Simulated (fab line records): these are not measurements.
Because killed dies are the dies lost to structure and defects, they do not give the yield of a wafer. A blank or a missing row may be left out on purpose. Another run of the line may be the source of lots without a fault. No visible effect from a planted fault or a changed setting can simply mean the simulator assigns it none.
fab line records	flow n5Finfet
[record] lots = 7	wafers = 21	lastDay = 17
route steps=1938 shown HKMG_FIN@391 BEOL_M4@1111 PASSIVATION@1936
lots that met no fault: taken from a fault-free run of the same line
startH: hours from the record's opening day to when the first of the lot's shown wafers began	waitH: hours from the lot's prior step to this one	" the same as in the row above	L1.1+2: a single row standing in for several wafers	- no value, or no start given	* or withheld: withheld	< > ~ a bound
route shown NAME@n: names a module that has steps shown in the file, with the first one's number in the route	usual: mean and standard deviation over wafers with no fault	same: alike in all rows	chamber/n: place in a boat	sites: readings site by site	_std_site: standard deviation across them	_edge_site: mean of outer sites minus mean of inner sites	radiusMm: how far each site lies from the wafer's centre	mask NAME#n: copy n	behind: the tool/chamber that last shaped the wafer	hold: reason for holding the lot/hours on hold/outcome of the hold	device: which transistor (n, p or np) failed to switch	end of line: at the end of the route, the tests of the same wafers	a step without rows: its recipe alone	killed: dies that structure and defects cost at the first sort, which is not the same as the wafer's yield	map: shows each die of a wafer: x if killed, . if not, _ if none is there
set.NAME: the run value of the setting; set.NAME@STEP: its run value at that earlier step	model.NAME: the simulator's own value behind a step, which no gauge read
lots at some steps of the route; a table a step, a row a wafer
services: when a tool's chamber went out of use (startH, in hours from the record's first day, below 0 if earlier), for how many hours, and the reason
[[steps]]
[step N5_HKMG_FIN_COAT_42]
[recipe] resist = SiARC	tempC = 220	timeS = 60	spinRpm = 1500	resistThkNm = 35
[step N5_HKMG_FIN_COAT_43]
[recipe] resist = CAR-ArF	spinRpm = 1500	resistThkNm = 90
[step N5_HKMG_FIN_EBR_45]
[recipe] solvent = PGMEA	ebrWidthMm = 1.5
[step N5_HKMG_FIN_SOFTBAKE_44]
[recipe] tempC = 110	timeS = 60	resist = CAR-ArF
[step N5_HKMG_FIN_EXPOSE_46]
[recipe] maskId = NDIPOLE	na = 1.35	sourceShape = conventional	sigmaOuter = 0.8	polarization = unpolarized	doseMj = 40
[step N5_HKMG_FIN_PEB_47]
[recipe] pebTempC = withheld	pebTimeS = 60	resist = CAR-ArF
[step N5_HKMG_FIN_DEVELOP_48]
[recipe] developTimeS = 30	developer = TMAH	resist = CAR-ArF	rinseLiquid = diw	dry = airSpin	devTempC = 23
[step N5_HKMG_FIN_CD_MEAS_49]
[recipe] targetCdNm = 202	landingEnergyEv = 500	detector = seInlens	polarity = opening
[usual] cdNm = 202.0/0.61
lot.wafer	tool	chamber	startH	waitH	cdNm
L947.1	cdSem-01	0	72.19	-	201.9
L947.3	"	0	"	"	201.5
L947.4	"	0	"	"	202.1
L953.3	cdSem-03	0	109.07	-	202.2
L953.4	"	0	"	"	201.8
L953.5	"	0	"	"	201.8
L958.1	cdSem-01	0	141.98	-	202.0
L958.3	"	0	"	"	202.4
L958.6	"	0	"	"	202.4
L960.2	cdSem-01	0	152.70	-	201.2
L960.5	"	0	"	"	200.8
L960.6	"	0	"	"	200.8
L963.2	cdSem-01	0	171.14	-	201.0
L963.4	"	0	"	"	201.1
L963.5	"	0	"	"	201.5
L966.2	cdSem-03	0	189.13	-	201.9
L966.3	"	0	"	"	200.8
L966.5	"	0	"	"	201.3
L970.1	cdSem-01	0	210.58	-	203.2
L970.2	"	0	"	"	203.3
L970.6	"	0	"	"	202.3
[step N5_HKMG_FIN_OVL_MEAS_50]
[recipe] pointsPerWafer = 44
[usual] NDIPOLE_OVL = 0.0/0.98
lot.wafer	tool	chamber	startH	waitH	NDIPOLE_OVL[nm]
L947.1	overlay-02	0	72.22	0.0	0.0
L947.3	"	0	"	"	0.1
L947.4	"	0	"	"	1.4
L953.3	overlay-01	0	109.10	0.0	1.1
L953.4	"	0	"	"	0.7
L953.5	"	0	"	"	1.6
L958.1	overlay-02	0	142.01	0.0	-0.6
L958.3	"	0	"	"	-0.2
L958.6	"	0	"	"	0.1
L960.2	overlay-02	0	152.73	0.0	-1.7
L960.5	"	0	"	"	-1.8
L960.6	"	0	"	"	-3.7
L963.2	overlay-02	0	171.17	0.0	0.5
L963.4	"	0	"	"	-0.8
L963.5	"	0	"	"	-0.2
L966.2	overlay-01	0	189.16	0.0	0.7
L966.3	"	0	"	"	0.0
L966.5	"	0	"	"	0.3
L970.1	overlay-02	0	210.61	0.0	-0.2
L970.2	"	0	"	"	0.7
L970.6	"	0	"	"	1.3
[step N5_HKMG_FIN_INSPECT_61]
[recipe] mode = adi	inspectInstrument = macro
[usual] rawDefectCount = 1.8/1.3
lot.wafer	tool	chamber	startH	waitH	rawDefectCount
L947.1	defectInspect-01	-	72.25	0.0	1
L947.3	"	-	"	"	3
L947.4	"	-	"	"	1
L953.3	defectInspect-02	-	109.12	0.0	3
L953.4	"	-	"	"	2
L953.5	"	-	"	"	1
L958.1	defectInspect-01	-	142.04	0.0	0
L958.3	"	-	"	"	3
L958.6	"	-	"	"	2
L960.2	defectInspect-02	-	152.75	0.0	4
L960.5	"	-	"	"	4
L960.6	"	-	"	"	0
L963.2	defectInspect-01	-	171.19	0.0	1
L963.4	"	-	"	"	1
L963.5	"	-	"	"	4
L966.2	defectInspect-02	-	189.18	0.0	3
L966.3	"	-	"	"	4
L966.5	"	-	"	"	2
L970.1	defectInspect-02	-	210.63	0.0	2
L970.2	"	-	"	"	2
L970.6	"	-	"	"	1
[step N5_HKMG_FIN_DESCUM_53]
[recipe] chemistry = O2	timeS = 7.9	sourcePowerW = 50	biasPowerW = 20	pressureMtorr = 20	rfFrequencyHz = 2.712e+07	tempC = 40	resist = CAR-ArF	o2FlowSccm = 225
[usual] chamberPressureMTorr = 20.000/0.018	drypumpMotorCurrentA = 5.5/0.41	oesProductAu = 0.81/0.1	rfVppV = 243.4/1.4	showerheadPlenumPTorr = 2.10/0.062	throttleValvePct = 20.44/0.25
lot.wafer	tool	chamber	startH	waitH	chamberPressureMTorr	drypumpMotorCurrentA	oesProductAu	rfHoursCounterH	rfVppV	showerheadPlenumPTorr	throttleValvePct
L947.1	rieDiel-02	0	72.35	0.1	19.992	5.2	0.70	240	242.8	2.06	20.63
L947.3	"	1	"	"	19.983	6.2	0.79	80	244.1	2.10	20.37
L947.4	"	2	"	"	19.999	5.7	0.98	4	241.3	2.07	20.51
L953.3	rieDiel-06	1	109.16	0.0	20.042	5.4	0.70	177	244.1	2.17	20.74
L953.4	"	2	"	"	20.005	5.4	0.97	-	245.4	2.22	19.89
L953.5	"	0	"	"	19.972	5.8	0.73	-	243.0	2.08	20.33
L958.1	rieDiel-02	0	142.38	0.3	20.010	5.2	0.96	7	243.2	2.05	20.27
L958.3	"	3	"	"	19.991	5.1	0.85	43	243.6	2.13	20.43
L958.6	"	1	"	"	20.003	6.1	0.78	-	243.0	2.09	20.41
L960.2	rieDiel-02	1	153.18	0.4	19.962	6.2	0.77	112	241.7	2.09	20.42
L960.5	"	0	"	"	20.011	5.2	0.96	-	242.3	2.05	20.28
L960.6	"	3	"	"	20.001	5.1	0.85	-	243.5	2.13	20.41
L963.2	rieDiel-02	0	171.77	0.6	20.008	5.2	0.94	18	243.8	2.05	20.28
L963.4	"	2	"	"	20.009	5.7	0.89	41	241.5	2.06	20.56
L963.5	"	2	"	"	20.019	5.7	0.89	-	242.7	2.06	20.57
L966.2	rieDiel-03	3	190.54	1.4	20.010	6.2	0.84	83	244.2	2.13	20.34
L966.3	"	0	"	"	19.975	5.4	0.69	238	242.7	1.96	20.39
L966.5	"	3	"	"	19.983	6.2	0.84	-	245.1	2.13	20.34
L970.1	rieDiel-06	1	210.67	0.0	19.973	5.3	0.69	209	246.8	2.16	20.78
L970.2	"	0	"	"	20.000	5.8	0.71	225	243.0	2.07	20.39
L970.6	"	0	"	"	20.001	5.8	0.70	-	242.7	2.07	20.39
[step N5_HKMG_FIN_ETCH_54]
[recipe] chemistry = CF4	target = SiARC	targetDepthA = 455	maskMaterial = CAR-ArF	timeS = 75.8	ionEnergyEv = 80	pressureMtorr = 40	sourceW = 545	biasW = 36	Ar_flow_sccm = 100	cf4FlowSccm = 100	ends = cleared
[usual] biasW = 35.99/0.11	chamberPressureMTorr = 40.01/0.033	drypumpMotorCurrentA = 5.5/0.41	etchRfOnTimeS = 75.1/1.9	oesProductAu = 0.69/0.085	rfVppV = 184.3/1.2	showerheadPlenumPTorr = 2.16/0.063	throttleValvePct = 15.62/0.25
lot.wafer	tool	chamber	startH	waitH	biasW	chamberPressureMTorr	drypumpMotorCurrentA	etchRfOnTimeS	oesProductAu	rfHoursCounterH	rfVppV	showerheadPlenumPTorr	throttleValvePct
L947.1	rieDiel-02	0	72.39	0.0	36.13	40.00	5.2	73.8	0.61	240	183.4	2.11	15.86
L947.3	"	1	"	"	35.96	40.02	6.1	73.0	0.70	80	184.6	2.16	15.62
L947.4	"	2	"	"	35.96	39.98	5.8	74.1	0.83	4	183.2	2.10	15.47
L953.3	rieDiel-06	1	109.19	0.0	35.94	39.95	5.3	75.9	0.61	177	185.4	2.22	15.88
L953.4	"	2	"	"	36.12	40.01	5.4	75.4	0.84	-	185.6	2.28	15.14
L953.5	"	0	"	"	36.02	39.95	5.8	77.3	0.61	-	186.4	2.12	15.51
L958.1	rieDiel-02	0	142.42	0.0	35.96	40.02	5.2	72.3	0.85	7	183.0	2.10	15.41
L958.3	"	3	"	"	35.87	40.10	5.1	74.4	0.73	43	183.5	2.18	15.51
L958.6	"	1	"	"	35.82	40.00	6.2	73.0	0.66	-	183.4	2.15	15.66
L960.2	rieDiel-02	1	153.22	0.0	35.95	40.04	6.1	73.8	0.67	112	184.0	2.15	15.67
L960.5	"	0	"	"	35.94	40.04	5.2	73.4	0.82	-	184.1	2.10	15.40
L960.6	"	3	"	"	35.95	39.96	5.1	74.5	0.72	-	184.8	2.18	15.55
L963.2	rieDiel-02	0	171.81	0.0	35.89	40.04	5.2	73.1	0.82	18	184.3	2.10	15.42
L963.4	"	2	"	"	36.09	39.97	5.8	74.6	0.74	41	181.9	2.09	15.55
L963.5	"	2	"	"	36.08	39.98	5.7	74.7	0.75	-	184.1	2.09	15.52
L966.2	rieDiel-03	3	190.57	0.0	36.10	40.02	6.2	74.7	0.71	83	183.7	2.17	15.45
L966.3	"	0	"	"	36.02	40.01	5.3	75.5	0.60	238	182.4	2.03	15.75
L966.5	"	3	"	"	35.97	40.00	6.2	74.0	0.72	-	184.0	2.17	15.43
L970.1	rieDiel-06	1	210.70	0.0	35.97	39.98	5.3	75.8	0.59	209	185.5	2.21	15.95
L970.2	"	0	"	"	35.87	39.97	5.8	77.8	0.59	225	183.5	2.11	15.58
L970.6	"	0	"	"	35.99	39.99	5.8	76.7	0.59	-	183.7	2.11	15.57
[step N5_HKMG_FIN_ETCH_55]
[recipe] chemistry = N2/H2	target = SOC	targetDepthA = 2400	tempC = 40	timeS = 300	ionEnergyEv = 200	maskMaterial = SiARC	pressureMtorr = 30	sourceW = 840	biasW = 150	n2FlowSccm = 200	h2FlowSccm = 200
[usual] biasW = 150.0/0.45	chamberPressureMTorr = 30.001/0.028	drypumpMotorCurrentA = 5.5/0.41	oesProductAu = 0.81/0.099	rfVppV = 524.3/2.3	showerheadPlenumPTorr = 2.56/0.082	throttleValvePct = 17.89/0.23
lot.wafer	tool	chamber	startH	waitH	biasW	chamberPressureMTorr	drypumpMotorCurrentA	oesProductAu	rfHoursCounterH	rfVppV	showerheadPlenumPTorr	throttleValvePct	model.etch.depthNm	model.HKMG_FIN.featureDepthNm	model.SiARC_of_HKMG_FIN_COAT_42.thkNm
L947.1	rieDiel-02	0	72.44	0.0	150.4	30.029	5.2	0.71	240	522.3	2.51	18.13	242.6	242.6	20.6
L947.3	"	1	"	"	149.8	29.973	6.2	0.81	80	525.1	2.59	17.89	243.6	243.6	21
L947.4	"	2	"	"	150.5	29.996	5.8	0.97	4	522.9	2.49	17.78	243.5	243.4	21
L953.3	rieDiel-06	1	109.25	0.0	150.9	30.003	5.3	0.73	177	526.6	2.65	18.19	241.1	241.2	21.2
L953.4	"	2	"	"	150.3	29.958	5.4	1.00	-	529.1	2.72	17.48	244.3	244.2	20.8
L953.5	"	0	"	"	150.2	30.031	5.8	0.71	-	523.9	2.54	17.77	234.4	234.4	21.4
L958.1	rieDiel-02	0	142.48	0.0	113.3	30.049	5.2	0.91	7	438.1	2.50	17.73	216.7	216.6	25
L958.3	"	3	"	"	150.2	30.041	5.1	0.85	43	525.1	2.59	17.78	243.4	243.4	20.6
L958.6	"	1	"	"	149.7	29.996	6.2	0.78	-	524.8	2.58	17.96	243.7	243.6	20.8
L960.2	rieDiel-02	1	153.27	0.0	150.8	30.020	6.2	0.78	112	524.0	2.58	17.95	243.8	243.8	21.2
L960.5	"	0	"	"	113.0	29.975	5.2	0.90	-	437.6	2.50	17.72	217.6	217.6	25
L960.6	"	3	"	"	149.9	29.988	5.1	0.85	-	525.1	2.58	17.78	245.9	246	20.6
L963.2	rieDiel-02	0	171.86	0.0	113.0	30.000	5.2	0.88	18	434.9	2.50	17.73	218.8	218.8	25
L963.4	"	2	"	"	149.9	30.041	5.8	0.88	41	521.2	2.48	17.86	246.4	246.4	21
L963.5	"	2	"	"	149.8	29.983	5.7	0.88	-	524.0	2.48	17.86	246.6	246.6	21
L966.2	rieDiel-03	3	190.63	0.0	150.5	29.991	6.2	0.83	83	523.8	2.58	17.71	243.2	243.2	21.2
L966.3	"	0	"	"	150.3	30.041	5.4	0.70	238	519.4	2.39	17.86	239.1	239	20.8
L966.5	"	3	"	"	150.7	29.976	6.2	0.84	-	523.6	2.58	17.70	244.8	244.8	21.2
L970.1	rieDiel-06	3	210.76	0.0	150.0	29.999	5.0	0.87	27	520.3	2.47	17.87	231.6	231.6	22
L970.2	"	0	"	"	150.4	30.015	5.8	0.70	225	522.9	2.52	17.82	236.5	236.4	21.4
L970.6	"	0	"	"	150.0	29.966	5.8	0.70	-	523.3	2.52	17.80	235	235	21.4
[step N5_HKMG_FIN_STRIP_56]
[recipe] chemistry = N2/H2	tempC = 40	n2FlowSccm = 200	h2FlowSccm = 200	rfFrequencyHz = 6e+07
[step N5_BEOL_M4_RC_MEAS_101]
[usual] DIBL_N = 36.8/2.1	DIBL_P = 37.1/2.2	IOFF_N = 0.18/0.037	IOFF_P = 0.23/0.041	ION_N = 682/13	ION_P = 467/8.6	SS_N = 71.7/0.61	SS_P = 73.5/0.6	VT_N = 248/3.4	VT_P = -249/3.5
lot.wafer	tool	chamber	startH	waitH	DIBL_N[mV/V]	DIBL_P[mV/V]	IOFF_N[nA/um]	IOFF_P[nA/um]	ION_N[uA/um]	ION_P[uA/um]	SS_N[mV/dec]	SS_P[mV/dec]	VT_N[mV]	VT_P[mV]
L947.1	prober-01	0	165.28	0.0	34.9	35.1	0.14	0.21	671	468	71.8	73.2	252	-247
L947.3	"	0	"	"	35.6	35.9	0.15	0.23	690	480	72.0	73.0	247	-246
L947.4	"	0	"	"	37.1	37.3	0.17	0.26	689	478	71.6	73.7	249	-244
L953.3	prober-01	0	205.91	0.3	38.0	39.1	0.18	0.23	674	459	72.8	73.4	248	-251
L953.4	"	0	"	"	39.0	39.5	0.20	0.24	669	460	72.3	74.0	251	-254
L953.5	"	0	"	"	37.6	38.6	0.17	0.21	663	454	71.7	73.1	249	-251
L958.1	prober-01	0	236.01	0.0	36.9	37.0	0.16	0.21	675	465	72.0	73.5	250	-250
L958.3	"	0	"	"	35.6	35.5	0.14	0.19	670	463	71.5	72.8	252	-252
L958.6	"	0	"	"	37.4	37.6	0.17	0.21	690	468	72.0	73.2	250	-252
L960.2	prober-01	0	256.31	0.2	39.6	39.3	0.23	0.30	699	476	72.4	73.4	244	-246
L960.5	"	0	"	"	39.8	37.5	0.21	0.26	697	471	72.0	73.6	245	-244
L960.6	"	0	"	"	38.0	35.2	0.16	0.22	680	467	71.9	73.2	249	-249
L963.2	prober-01	0	263.16	0.2	36.6	37.6	0.16	0.22	676	461	71.4	73.8	250	-249
L963.4	"	0	"	"	35.5	36.5	0.15	0.21	685	474	71.2	72.7	251	-250
L963.5	"	0	"	"	37.9	38.6	0.19	0.25	687	471	71.3	73.8	250	-247
L966.2	prober-02	0	281.90	0.2	36.4	37.1	0.18	0.24	692	474	71.3	73.0	247	-247
L966.3	"	0	"	"	34.1	33.9	0.13	0.18	683	469	71.7	72.5	253	-250
L966.5	"	0	"	"	35.1	35.6	0.16	0.21	684	466	71.7	73.9	248	-249
L970.1	prober-01	0	306.53	0.0	37.8	37.7	0.18	0.24	668	465	72.1	73.9	248	-248
L970.2	"	0	"	"	37.3	36.7	0.17	0.22	686	470	71.5	73.5	248	-250
L970.6	"	0	"	"	36.2	34.8	0.14	0.19	666	461	71.0	73.1	252	-251
[step N5_PASSIVATION_PROBE_49]
[usual] defectLimitedYield = 91.0/1.4	killed_at_M0_to_M3 = 35/10	killed_at_M4_up = 13/6	killedAtContacts = 13/6.4	killedAtFrontEnd = 42/12	killedAtOther = 3.2/2.4	killedDies = 107/17	killedOnRim = 15/4.1	killedOpen = 69/13	killedShort = 33/7.3	sort_bin_5_function = 5.3/0.92	sort_bin_6_memory = 3.3/0.66	sort_bin_8_speed = 0.00/0.035	sortNPass = 1073/17
[same] grossDies = 1180	killedAtBackSide = 0	sort_bin_4_leakage[%] = 0
lot.wafer	tool	chamber	startH	waitH	defectLimitedYield[%]	killed_at_M0_to_M3	killed_at_M4_up	killedAtContacts	killedAtFrontEnd	killedAtOther	killedDies	killedOnRim	killedOpen	killedShort	sort_bin_5_function[%]	sort_bin_6_memory[%]	sort_bin_8_speed[%]	sortNPass
L947.1	prober-02	-	265.16	0.0	91.4	34	12	4	50	1	101	13	71	27	4.7	3.6	0	1079
L947.3	prober-02	-	265.26	0.1	89.1	53	11	6	59	0	129	12	76	48	6.4	4.1	0	1051
L947.4	prober-02	-	265.31	0.2	92.0	28	11	8	47	0	94	10	56	30	3.7	3.5	0	1086
L953.3	prober-01	-	312.51	0.1	89.6	41	13	13	54	2	123	15	79	39	5.8	4.2	0	1057
L953.4	prober-01	-	312.56	0.2	89.7	32	18	19	50	2	121	15	79	36	6.1	3.7	0	1059
L953.5	prober-01	-	312.61	0.2	87.3	32	18	31	64	5	150	21	92	42	7.6	3.9	0	1030
L963.2	prober-01	-	369.01	0.1	90.3	37	17	21	28	11	114	15	83	27	5.1	4.2	0	1066
L963.4	prober-01	-	369.11	0.2	89.8	51	10	13	45	1	120	21	78	32	6.0	3.6	0	1060
L963.5	prober-01	-	369.16	0.2	91.2	42	11	22	27	2	104	15	61	34	5.0	3.2	0	1076
L960.2	prober-02	-	369.31	0.4	90.8	22	31	14	38	4	109	10	70	33	4.7	3.9	0	1071
L960.5	prober-02	-	369.46	0.5	88.6	37	27	23	42	6	135	13	91	37	6.4	4.5	0	1045
L960.6	prober-02	-	369.51	0.6	92.2	31	17	8	36	0	92	11	63	25	4.8	2.9	0	1088
L966.2	prober-02	-	392.09	0.1	88.9	36	7	8	77	3	131	14	92	36	7.3	3.4	0	1049
L966.3	prober-02	-	392.14	0.1	88.9	50	7	8	65	1	131	17	91	35	6.0	4.6	0	1049
L966.5	prober-02	-	392.24	0.2	89.8	39	9	7	62	3	120	16	81	37	6.4	3.5	0	1060
// killed by level:class
L947.1 FIN_SAQP:geometricParticle:open=9 STI_FIN_REVEAL:geometricParticle:open=9 BEOL_M2:geometricParticle:open=9 DUMMY_GATE:geometricParticle:open=8 BEOL_M4:geometricParticle:open=7 BEOL_M1:geometricParticle:open=6 BEOL_M0_SAQP:geometricParticle:short=5 BEOL_M0_SAQP:geometricParticle:open=5
L947.3 FIN_SAQP:geometricParticle:short=16 BEOL_M0_SAQP:geometricParticle:open=12 BEOL_M0_SAQP:geometricParticle:short=12 BEOL_M2:geometricParticle:open=12 FIN_SAQP:geometricParticle:open=11 GATE_CUT:geometricParticle:open=7 DUMMY_GATE:geometricParticle:open=6 BEOL_M0:geometricParticle:open=6
L947.4 FIN_SAQP:geometricParticle:short=10 BEOL_M0_SAQP:geometricParticle:open=9 GATE_CUT:geometricParticle:short=7 MOL_CONTACT_COAG:geometricParticle:open=7 FIN_SAQP:geometricParticle:open=6 DUMMY_GATE:geometricParticle:open=6 BEOL_M0_SAQP:geometricParticle:short=6 HKMG_FIN:areaEtch=5
L953.3 FIN_SAQP:geometricParticle:open=20 BEOL_M3:geometricParticle:open=15 MOL_CONTACT_COAG:geometricParticle:open=11 FIN_SAQP:geometricParticle:short=10 GATE_CUT:geometricParticle:open=5 GATE_CUT:geometricParticle:short=5 BEOL_M0_SAQP:geometricParticle:short=5 BEOL_M3:geometricParticle:short=5
L953.4 FIN_SAQP:geometricParticle:open=19 MOL_CONTACT_COAG:geometricParticle:open=14 FIN_SAQP:geometricParticle:short=9 BEOL_M4:geometricParticle:open=9 BEOL_M0_SAQP:geometricParticle:open=8 BEOL_M0_SAQP:geometricParticle:short=8 GATE_CUT:geometricParticle:open=6 MOL_CONTACT_COAG:geometricParticle:short=5
L953.5 MOL_CONTACT_COAG:geometricParticle:open=21 FIN_SAQP:geometricParticle:open=19 FIN_SAQP:geometricParticle:short=14 BEOL_M4:geometricParticle:open=8 MOL_CONTACT_COAG:geometricParticle:short=7 BEOL_M3:geometricParticle:open=7 BEOL_M0_SAQP:geometricParticle:open=6 STARTING-WAFER:geometricParticle:open=6
L963.2 MOL_CONTACT_COAG:geometricParticle:open=17 BEOL_M2:geometricParticle:open=14 BEOL_M3:geometricParticle:open=12 BEOL_M5:geometricParticle:open=6 FIN_SAQP:geometricParticle:open=4 DUMMY_GATE:geometricParticle:open=4 MIM_TOP:geometricParticle:open=4 FIN_SAQP:geometricParticle:short=3
L963.4 BEOL_M2:geometricParticle:open=17 STI_FIN_REVEAL:geometricParticle:open=13 BEOL_M0_SAQP:geometricParticle:open=8 GATE_CUT:geometricParticle:short=7 BEOL_M0_SAQP:geometricParticle:short=7 MOL_CONTACT_COAG:geometricParticle:open=6 BEOL_M1:geometricParticle:open=6 BEOL_M3:geometricParticle:open=6
L963.5 MOL_CONTACT_COAG:geometricParticle:open=13 BEOL_M0_SAQP:geometricParticle:open=13 BEOL_M2:geometricParticle:open=12 BEOL_M0_SAQP:geometricParticle:short=9 MOL_CONTACT_COAG:geometricParticle:short=7 HKMG_FIN:areaEtch=6 GATE_CUT:geometricParticle:short=5 FIN_SAQP:geometricParticle:short=3
L960.2 STI_FIN_REVEAL:geometricParticle:open=17 MOL_CONTACT_COAG:geometricParticle:open=12 BEOL_M4:geometricParticle:open=9 BEOL_M3:geometricParticle:short=6 STI_FIN_REVEAL:geometricParticle:short=5 BEOL_M3:geometricParticle:open=5 BEOL_M5:geometricParticle:open=4 BEOL_M6:geometricParticle:open=4
L960.5 STI_FIN_REVEAL:geometricParticle:open=22 MOL_CONTACT_COAG:geometricParticle:open=16 BEOL_M4:geometricParticle:open=12 BEOL_M0_SAQP:geometricParticle:open=10 FIN_SAQP:geometricParticle:short=7 MOL_CONTACT_COAG:geometricParticle:short=7 BEOL_M3:geometricParticle:open=7 BEOL_M4:geometricParticle:short=4
L960.6 STI_FIN_REVEAL:geometricParticle:open=13 BEOL_M4:geometricParticle:open=13 MOL_CONTACT_COAG:geometricParticle:open=7 BEOL_M2:geometricParticle:open=7 DUMMY_GATE:geometricParticle:open=5 BEOL_M0_SAQP:geometricParticle:open=5 BEOL_M1:geometricParticle:open=5 STI_FIN_REVEAL:geometricParticle:short=4
L966.2 STI_FIN_REVEAL:geometricParticle:open=30 FIN_SAQP:geometricParticle:open=14 BEOL_M0_SAQP:geometricParticle:short=9 BEOL_M0_SAQP:geometricParticle:open=9 FIN_SAQP:geometricParticle:short=6 MOL_CONTACT_COAG:geometricParticle:open=6 BEOL_M2:geometricParticle:open=6 STI_FIN_REVEAL:geometricParticle:short=5
L966.3 STI_FIN_REVEAL:geometricParticle:open=16 BEOL_M0_SAQP:geometricParticle:open=13 FIN_SAQP:geometricParticle:open=11 BEOL_M0_SAQP:geometricParticle:short=10 BEOL_M2:geometricParticle:open=10 BEOL_M3:geometricParticle:open=9 DUMMY_GATE:geometricParticle:open=8 FIN_SAQP:geometricParticle:short=7
L966.5 STI_FIN_REVEAL:geometricParticle:open=16 BEOL_M0_SAQP:geometricParticle:open=11 FIN_SAQP:geometricParticle:open=9 FIN_SAQP:geometricParticle:short=7 MOL_CONTACT_COAG:geometricParticle:open=7 BEOL_M0_SAQP:geometricParticle:short=7 BEOL_M1:geometricParticle:open=7 BEOL_M2:geometricParticle:open=6
[[services]]
tool	chamber	startH	hours	kind
rieDiel-06	2	63.61	-	clean
rieDiel-06	2	63.61	-	consumableReplace:focusRing
rieDiel-06	2	63.61	-	consumableReplace:showerhead
rieDiel-06	2	63.61	36.8	scheduledDown
rieDiel-06	2	63.61	36.8	ventCycle
rieDiel-06	3	100.73	-	clean
rieDiel-06	3	100.73	-	consumableReplace:focusRing
rieDiel-06	3	100.73	17.1	scheduledDown
rieDiel-06	3	100.73	17.1	ventCycle
rieDiel-02	0	101.98	-	clean
rieDiel-02	0	101.98	-	consumableReplace:focusRing
rieDiel-02	0	101.98	18.6	scheduledDown
rieDiel-02	0	101.98	18.6	ventCycle
rieDiel-06	1	126.45	1.2	repair
rieDiel-06	-	178.23	14.6	pm
[[key]]
[firstSign] step = N5_HKMG_FIN_ETCH_55	reading = biasW	direction = down	sigmas = 82	usual = *	struck = *
[effect] step = N5_HKMG_FIN_ETCH_55	reading = rfVppV	direction = down	sigmas = 37	usual = 524.3	struck = 436.9
[modelEffect] step = N5_HKMG_FIN_ETCH_55	value = etch.depthNm	without = 250.8	struck = 217.7
metAt N5_HKMG_FIN_ETCH_55
struckWafers L958.1,L960.5,L963.2
onsetBetween 72.44 142.48
[fault] kind = processParameterDrift	tool = rieDiel-02	chamber = 0	onsetH = 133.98	steps = N5_HKMG_FIN_ETCH_55	channel = biasW	offset = *	shape = step	endH = 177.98	actsIn = *	stated = *
